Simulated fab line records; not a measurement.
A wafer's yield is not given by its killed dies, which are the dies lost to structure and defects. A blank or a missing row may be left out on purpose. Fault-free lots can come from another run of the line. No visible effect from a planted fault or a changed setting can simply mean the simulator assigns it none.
fab line records + flow n5-finfet
[record]
- lots = 10
- wafers = 30
- last-day = 18
route steps=1938 shown BEOL_M11@1557
lots that met no fault: from a run of the same line without faults
start-h: hours from the record's first day to the start of the lot's first wafer shown + wait-h: hours since the lot's step before + " unchanged from the row above + L1.1+2: a single row standing in for several wafers + - value missing, or start not given + * or withheld: withheld + < > ~ a bound
route shown NAME@n: names a module that has steps shown in the file, with the first one's number in the route + usual: the fault-free wafers' mean and standard deviation + same: alike in all rows + chamber/n: place in a boat + sites: per-site readings + _std_site: standard deviation of those values + _edge_site: the outer-site mean with the inner-site mean subtracted + radius-mm: for every site, how far away it sits from the centre of the wafer + mask NAME#n: copy n + behind: tool/chamber where the wafer was last shaped + hold: what put the lot on hold/how long, in hours/how the hold closed + device: the transistor (n, p or np) that didn't switch + end of line: tests of these same wafers at the route's end + a step with no rows: only its recipe + killed: the dies lost at the first sort to structure and to defects; this is not the yield of the wafer + map: a wafer's dies, x killed, . not, _ none there
set.NAME: the run value of the setting; set.NAME@STEP: its run value at that earlier step + model.NAME: the simulator's own value behind a step, which no gauge read
steps of the route over a sample of lots; a table a step, a row a wafer
services: when a tool's chamber went out of use (start-h, in hours from the record's first day, below 0 if earlier), for how many hours, and the reason
[[steps]]
[step N5_BEOL_M11_HM_OPEN_17]
[recipe]
- chemistry = Cl2/BCl3
- target-depth-a = 200
- overetch-a = 60
- target = TiN
- mask-material = SOC
- ion-energy-ev = 150
- pressure-mtorr = 10
- icp-w = 1000
- bias-w = 126
- Cl2_flow_sccm = 53.25
- bcl3-flow-sccm = 21.75
- Ar_flow_sccm = 25
[usual]
- drypump-motor-current-A = 5.4/0.53
- oes-product-au = 0.67/0.031
- throttle-valve-pct = 22.18/0.16
| lot.wafer | tool         | chamber | start-h | wait-h | drypump-motor-current-A | oes-product-au | rf-hours-counter-h | throttle-valve-pct |
|-----------|--------------|---------|---------|--------|-------------------------|----------------|--------------------|--------------------|
| L466.1    | rie-metal-02 | 0       | 250.06  | 0.0    | 4.8                     | 0.66           | 42                 | 22.06              |
| L466.2    | "            | 1       | "       | "      | 5.2                     | 0.68           | 28                 | 22.37              |
| L466.4    | "            | 0       | "       | "      | 4.8                     | 0.67           | -                  | 22.05              |
| L467.2    | rie-metal-02 | 1       | 259.36  | 0.0    | 5.3                     | 0.68           | 28                 | 22.41              |
| L467.3    | "            | 0       | "       | "      | 4.8                     | 0.66           | -                  | 22.07              |
| L467.5    | "            | 1       | "       | "      | 5.2                     | 0.68           | -                  | 22.41              |
| L469.1    | rie-metal-01 | 1       | 259.61  | 0.0    | 5.6                     | 0.63           | 50                 | 22.17              |
| L469.3    | "            | 1       | "       | "      | 5.7                     | 0.62           | -                  | 22.15              |
| L469.6    | "            | 1       | "       | "      | 5.6                     | 0.63           | -                  | 22.17              |
| L471.1    | rie-metal-03 | 0       | 268.88  | 0.0    | 6.3                     | 0.69           | 31                 | 21.97              |
| L471.3    | "            | 0       | "       | "      | 6.3                     | 0.69           | -                  | 21.98              |
| L471.5    | "            | 1       | "       | "      | 5.5                     | 0.73           | -                  | 22.06              |
| L472.2    | rie-metal-02 | 0       | 269.10  | 0.0    | 4.8                     | 0.66           | 43                 | 22.04              |
| L472.4    | "            | 0       | "       | "      | 4.8                     | 0.67           | -                  | 22.03              |
| L472.6    | "            | 1       | "       | "      | 5.3                     | 0.68           | -                  | 22.41              |
| L482.1    | rie-metal-02 | 1       | 336.04  | 0.0    | 5.2                     | 0.67           | 37                 | 22.42              |
| L482.2    | "            | 0       | "       | "      | 4.8                     | 0.66           | 51                 | 22.05              |
| L482.4    | "            | 1       | "       | "      | 5.2                     | 0.67           | -                  | 22.39              |
| L486.2    | rie-metal-03 | 0       | 353.56  | 0.0    | 6.3                     | 0.68           | 40                 | 21.98              |
| L486.3    | "            | 1       | "       | "      | 5.5                     | 0.71           | -                  | 22.08              |
| L486.4    | "            | 0       | "       | "      | 6.3                     | 0.67           | -                  | 21.99              |
| L483.3    | rie-metal-02 | 0       | 353.82  | 0.1    | 4.8                     | 0.65           | -                  | 22.06              |
| L483.5    | "            | 0       | "       | "      | 4.8                     | 0.64           | -                  | 22.06              |
| L483.6    | "            | 1       | "       | "      | 5.3                     | 0.66           | -                  | 22.40              |
| L487.2    | rie-metal-02 | 1       | 358.35  | 0.0    | 5.3                     | 0.65           | 39                 | 22.44              |
| L487.3    | "            | 1       | "       | "      | 5.2                     | 0.65           | -                  | 22.43              |
| L487.4    | "            | 0       | "       | "      | 4.8                     | 0.63           | -                  | 22.07              |
| L488.2    | rie-metal-02 | 1       | 383.26  | 0.0    | 5.2                     | 0.65           | 41                 | 22.44              |
| L488.4    | "            | 1       | "       | "      | 5.2                     | 0.66           | -                  | 22.42              |
| L488.5    | "            | 1       | "       | "      | 5.2                     | 0.65           | -                  | 22.43              |
[step N5_BEOL_M11_ETCH_41]
[recipe]
- chemistry = CH3F/O2
- target = SiCN
- target-depth-a = 426
- taper-deg = 2
- time-s = 86
- ion-energy-ev = 120
- mask-material = TiN
- pressure-mtorr = 30
- source-w = 395
- bias-w = 75
- Ar_flow_sccm = 150
- CH3F_flow_sccm = 30
- O2_flow_sccm = 20
[usual]
- drypump-motor-current-A = 5.9/0.35
- oes-product-au = 0.79/0.079
- rf-vpp-V = 297.0/1.7
- run-length-s = 109.4/0.51
- showerhead-plenum-p-Torr = 1.98/0.078
- throttle-valve-pct = 16.36/0.21
| lot.wafer | tool        | chamber | start-h | wait-h | drypump-motor-current-A | oes-product-au | rf-hours-counter-h | rf-vpp-V | run-length-s | showerhead-plenum-p-Torr | throttle-valve-pct |
|-----------|-------------|---------|---------|--------|-------------------------|----------------|--------------------|----------|--------------|--------------------------|--------------------|
| L466.1    | rie-diel-03 | 2       | 251.75  | -      | 5.9                     | 0.68           | 238                | 295.8    | 109.2        | 1.98                     | 16.74              |
| L466.2    | "           | 1       | "       | "      | 6.2                     | 0.75           | 150                | 294.7    | 109.0        | 1.83                     | 16.29              |
| L466.4    | "           | 3       | "       | "      | 5.5                     | 0.82           | 69                 | 298.9    | 109.5        | 2.11                     | 15.86              |
| L469.1    | rie-diel-01 | 1       | 261.24  | -      | 6.3                     | 0.86           | 60                 | 296.1    | 109.5        | 1.94                     | 16.45              |
| L469.3    | "           | 3       | "       | "      | 6.0                     | 0.71           | 202                | 297.6    | 109.4        | 1.98                     | 16.44              |
| L469.6    | "           | 3       | "       | "      | 6.0                     | 0.71           | -                  | 298.3    | 109.5        | 1.98                     | 16.44              |
| L467.2    | rie-diel-01 | 0       | 261.70  | -      | 5.9                     | 0.76           | 159                | 296.7    | 108.3        | 2.00                     | 16.44              |
| L467.3    | "           | 2       | "       | "      | 5.5                     | 0.92           | 14                 | 298.2    | 109.8        | 2.04                     | 16.35              |
| L467.5    | "           | 2       | "       | "      | 5.5                     | 0.92           | -                  | 298.2    | 109.8        | 2.04                     | 16.35              |
| L471.1    | rie-diel-02 | 3       | 270.13  | -      | 5.3                     | 0.80           | 102                | 295.6    | 110.3        | 1.93                     | 16.44              |
| L471.3    | "           | 1       | "       | "      | 5.9                     | 0.78           | 129                | 294.3    | 108.8        | 1.93                     | 16.34              |
| L471.5    | "           | 2       | "       | "      | 6.7                     | 0.68           | -                  | 294.0    | 108.9        | 1.89                     | 16.55              |
| L472.2    | rie-diel-01 | 1       | 270.44  | -      | 6.3                     | 0.86           | 63                 | 296.5    | 109.3        | 1.94                     | 16.47              |
| L472.4    | "           | 1       | "       | "      | 6.3                     | 0.86           | -                  | 297.4    | 109.5        | 1.94                     | 16.44              |
| L472.6    | "           | 0       | "       | "      | 5.9                     | 0.74           | -                  | 296.9    | 108.4        | 2.00                     | 16.43              |
| L482.1    | rie-diel-01 | 0       | 338.36  | -      | 5.9                     | 0.72           | 185                | 297.3    | 108.3        | 1.99                     | 16.48              |
| L482.2    | "           | 2       | "       | "      | 5.5                     | 0.86           | 40                 | 298.3    | 109.9        | 2.03                     | 16.40              |
| L482.4    | "           | 1       | "       | "      | 6.3                     | 0.81           | 86                 | 295.5    | 117.3        | 1.93                     | 16.49              |
| L486.2    | rie-diel-03 | 3       | 356.59  | -      | 5.6                     | 0.78           | 101                | 299.8    | 109.5        | 2.10                     | 15.93              |
| L486.3    | "           | 2       | "       | "      | 5.9                     | 0.95           | 12                 | 298.0    | 109.1        | 1.97                     | 16.32              |
| L486.4    | "           | 1       | "       | "      | 6.2                     | 0.72           | 182                | 292.9    | 109.0        | 1.82                     | 16.35              |
| L483.3    | rie-diel-01 | 0       | 356.76  | -      | 5.9                     | 0.71           | 191                | 297.6    | 108.5        | 1.99                     | 16.48              |
| L483.5    | "           | 0       | "       | "      | 5.9                     | 0.72           | -                  | 296.4    | 117.1        | 1.99                     | 16.50              |
| L483.6    | "           | 3       | "       | "      | 6.0                     | 0.70           | -                  | 296.3    | 109.6        | 1.97                     | 16.51              |
| L487.2    | rie-diel-03 | 3       | 359.45  | -      | 5.6                     | 0.77           | 102                | 297.8    | 109.8        | 2.10                     | 15.91              |
| L487.3    | "           | 1       | "       | "      | 6.2                     | 0.73           | 183                | 293.7    | 109.1        | 1.82                     | 16.35              |
| L487.4    | "           | 3       | "       | "      | 5.6                     | 0.78           | -                  | 300.4    | 109.5        | 2.10                     | 15.94              |
| L488.2    | rie-diel-03 | 0       | 384.50  | -      | 5.9                     | 0.76           | 130                | 297.7    | 109.4        | 2.00                     | 16.53              |
| L488.4    | "           | 3       | "       | "      | 5.6                     | 0.77           | 110                | 298.8    | 109.7        | 2.10                     | 15.94              |
| L488.5    | "           | 2       | "       | "      | 5.9                     | 0.93           | -                  | 296.1    | 108.8        | 1.97                     | 16.32              |
[step N5_BEOL_M11_STRIP_77]
[recipe]
- chemistry = N2/H2
- time-s = 10
- power-w = 450
- temp-c = 40
- pressure-mtorr = 20
- rf-frequency-hz = 6e+07
- bias-power-w = 7
- n2-flow-sccm = 200
- h2-flow-sccm = 200
[usual]
- drypump-motor-current-A = 5.9/0.36
- oes-product-au = 0.79/0.077
- rf-vpp-V = 59.0/0.92
- showerhead-plenum-p-Torr = 2.52/0.098
- throttle-valve-pct = 23.72/0.28
| lot.wafer | tool        | chamber | start-h | wait-h | drypump-motor-current-A | oes-product-au | rf-hours-counter-h | rf-vpp-V | showerhead-plenum-p-Torr | throttle-valve-pct |
|-----------|-------------|---------|---------|--------|-------------------------|----------------|--------------------|----------|--------------------------|--------------------|
| L466.1    | rie-diel-03 | 2       | -       | -      | 5.9                     | 0.68           | 238                | 59.8     | 2.51                     | 24.02              |
| L466.2    | "           | 1       | "       | "      | 6.2                     | 0.74           | 150                | 58.1     | 2.34                     | 23.65              |
| L466.4    | "           | 3       | "       | "      | 5.6                     | 0.82           | 69                 | 59.8     | 2.69                     | 23.15              |
| L469.1    | rie-diel-01 | 1       | -       | -      | 6.3                     | 0.85           | 60                 | 57.8     | 2.47                     | 23.65              |
| L469.3    | "           | 3       | "       | "      | 6.0                     | 0.72           | 202                | 58.6     | 2.51                     | 23.56              |
| L469.6    | "           | 3       | "       | "      | 6.0                     | 0.71           | -                  | 57.3     | 2.51                     | 23.54              |
| L467.2    | rie-diel-01 | 0       | -       | -      | 5.9                     | 0.74           | 159                | 59.9     | 2.54                     | 23.74              |
| L467.3    | "           | 2       | "       | "      | 5.5                     | 0.92           | 14                 | 59.7     | 2.59                     | 24.11              |
| L467.5    | "           | 2       | "       | "      | 5.5                     | 0.91           | -                  | 58.2     | 2.59                     | 24.09              |
| L471.1    | rie-diel-02 | 3       | -       | -      | 5.3                     | 0.79           | 102                | 60.4     | 2.46                     | 23.69              |
| L471.3    | "           | 1       | "       | "      | 5.9                     | 0.78           | 129                | 58.4     | 2.45                     | 23.73              |
| L471.5    | "           | 2       | "       | "      | 6.7                     | 0.69           | -                  | 58.9     | 2.39                     | 23.74              |
| L472.2    | rie-diel-01 | 1       | -       | -      | 6.3                     | 0.84           | 63                 | 60.8     | 2.46                     | 23.65              |
| L472.4    | "           | 1       | "       | "      | 6.3                     | 0.83           | -                  | 58.1     | 2.46                     | 23.67              |
| L472.6    | "           | 0       | "       | "      | 5.9                     | 0.74           | -                  | 58.8     | 2.54                     | 23.75              |
| L482.1    | rie-diel-01 | 0       | -       | -      | 5.9                     | 0.72           | 185                | 57.8     | 2.53                     | 23.78              |
| L482.2    | "           | 2       | "       | "      | 5.5                     | 0.87           | 40                 | 57.4     | 2.58                     | 24.13              |
| L482.4    | "           | 1       | "       | "      | 6.3                     | 0.82           | 86                 | 58.4     | 2.45                     | 23.69              |
| L486.2    | rie-diel-03 | 3       | -       | -      | 5.6                     | 0.78           | 101                | 60.0     | 2.67                     | 23.20              |
| L486.3    | "           | 2       | "       | "      | 5.9                     | 0.93           | 12                 | 58.5     | 2.50                     | 23.74              |
| L486.4    | "           | 1       | "       | "      | 6.2                     | 0.73           | 182                | 58.4     | 2.32                     | 23.70              |
| L483.3    | rie-diel-01 | 0       | -       | -      | 5.9                     | 0.72           | 191                | 59.2     | 2.53                     | 23.77              |
| L483.5    | "           | 0       | "       | "      | 5.9                     | 0.73           | -                  | 59.6     | 2.53                     | 23.77              |
| L483.6    | "           | 3       | "       | "      | 6.0                     | 0.69           | -                  | 59.3     | 2.50                     | 23.62              |
| L487.2    | rie-diel-03 | 3       | -       | -      | 5.6                     | 0.78           | 102                | 59.1     | 2.67                     | 23.22              |
| L487.3    | "           | 1       | "       | "      | 6.2                     | 0.72           | 183                | 58.3     | 2.32                     | 23.69              |
| L487.4    | "           | 3       | "       | "      | 5.6                     | 0.78           | -                  | 60.2     | 2.67                     | 23.21              |
| L488.2    | rie-diel-03 | 0       | -       | -      | 5.9                     | 0.76           | 130                | 58.1     | 2.54                     | 24.16              |
| L488.4    | "           | 3       | "       | "      | 5.6                     | 0.77           | 110                | 59.8     | 2.67                     | 23.21              |
| L488.5    | "           | 2       | "       | "      | 6.0                     | 0.92           | -                  | 59.4     | 2.50                     | 23.74              |
[step N5_BEOL_M11_OCD_MEAS_38]
[usual]
- trench-depth-nm = 148.5/1.9
| lot.wafer | tool   | chamber | start-h | wait-h | trench-depth-nm |
|-----------|--------|---------|---------|--------|-----------------|
| L466.1    | ocd-02 | -       | 251.89  | -      | 147.8           |
| L466.2    | "      | -       | "       | "      | 146.4           |
| L466.4    | "      | -       | "       | "      | 149.2           |
| L469.1    | ocd-02 | -       | 261.38  | -      | 151.3           |
| L469.3    | "      | -       | "       | "      | 149.3           |
| L469.6    | "      | -       | "       | "      | 149.6           |
| L467.2    | ocd-01 | -       | 261.85  | -      | 147.8           |
| L467.3    | "      | -       | "       | "      | 150.8           |
| L467.5    | "      | -       | "       | "      | 150.4           |
| L471.1    | ocd-02 | -       | 270.28  | -      | 150.8           |
| L471.3    | "      | -       | "       | "      | 148.3           |
| L471.5    | "      | -       | "       | "      | 145.3           |
| L472.2    | ocd-01 | -       | 270.59  | -      | 152.6           |
| L472.4    | "      | -       | "       | "      | 153.3           |
| L472.6    | "      | -       | "       | "      | 148.4           |
| L482.1    | ocd-01 | -       | 338.50  | -      | 146.3           |
| L482.2    | "      | -       | "       | "      | 149.5           |
| L482.4    | "      | -       | "       | "      | 150.0           |
| L486.2    | ocd-01 | -       | 356.73  | -      | 149.3           |
| L486.3    | "      | -       | "       | "      | 149.6           |
| L486.4    | "      | -       | "       | "      | 146.0           |
| L483.3    | ocd-02 | -       | 356.90  | -      | 147.2           |
| L483.5    | "      | -       | "       | "      | 146.5           |
| L483.6    | "      | -       | "       | "      | 148.6           |
| L487.2    | ocd-02 | -       | 359.59  | -      | 148.9           |
| L487.3    | "      | -       | "       | "      | 144.9           |
| L487.4    | "      | -       | "       | "      | 149.2           |
| L488.2    | ocd-01 | -       | 384.65  | -      | 149.9           |
| L488.4    | "      | -       | "       | "      | 149.5           |
| L488.5    | "      | -       | "       | "      | 152.1           |
[[services]]
| tool         | chamber | start-h | hours | kind                          |
|--------------|---------|---------|-------|-------------------------------|
| rie-diel-01  | 3       | 229.61  | 8.4   | repair                        |
| rie-diel-03  | 2       | 257.83  | 5.3   | repair                        |
| rie-diel-02  | 0       | 263.58  | -     | clean                         |
| rie-diel-02  | 0       | 263.58  | -     | consumable-replace:focus-ring |
| rie-diel-02  | 0       | 263.58  | 23.1  | scheduled-down                |
| rie-diel-02  | 0       | 263.58  | 23.1  | vent-cycle                    |
| rie-diel-02  | 2       | 290.18  | -     | clean                         |
| rie-diel-02  | 2       | 290.18  | -     | consumable-replace:focus-ring |
| rie-diel-02  | 2       | 290.18  | -     | consumable-replace:showerhead |
| rie-diel-02  | 2       | 290.18  | 17.8  | scheduled-down                |
| rie-diel-02  | 2       | 290.18  | 17.8  | vent-cycle                    |
| rie-metal-01 | -       | 296.34  | 2.8   | pm                            |
| rie-diel-03  | 2       | 297.32  | -     | clean                         |
| rie-diel-03  | 2       | 297.32  | -     | consumable-replace:focus-ring |
| rie-diel-03  | 2       | 297.32  | 15.2  | scheduled-down                |
| rie-diel-03  | 2       | 297.32  | 15.2  | vent-cycle                    |
| rie-diel-03  | 3       | 305.87  | 4.8   | repair                        |
| rie-metal-01 | 0       | 317.84  | 18.3  | repair                        |
| rie-metal-01 | -       | 319.84  | 1.1   | repair                        |
| rie-diel-02  | -       | 325.54  | 2.8   | pm                            |
| rie-diel-02  | 1       | 340.70  | 5.4   | repair                        |
| rie-diel-03  | 2       | 357.57  | 5.0   | repair                        |
| rie-diel-01  | 2       | 373.14  | 17.2  | repair                        |
[[key]]
[first-sign]
- step = N5_BEOL_M11_ETCH_41
- reading = run-length-s
- direction = up
- sigmas = 15
- usual = *
- struck = *
effect none on later readings
met-at N5_BEOL_M11_ETCH_41
struck-lots L482,L483
struck-wafers L482.4,L483.5
not-acting-at N5_BEOL_M11_HM_OPEN_17,N5_BEOL_M11_STRIP_77,N5_BEOL_M11_OCD_MEAS_38
onset-between 270.44 338.36
[fault]
- kind = process-parameter-drift
- tool = rie-diel-01
- chamber = -
- onset-h = 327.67
- steps = N5_BEOL_M11_ETCH_41
- channel = time-s
- offset = *
- shape = step
- end-h = 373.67
- scope = struck-wafers-only
- acts-in = *
- stated = *
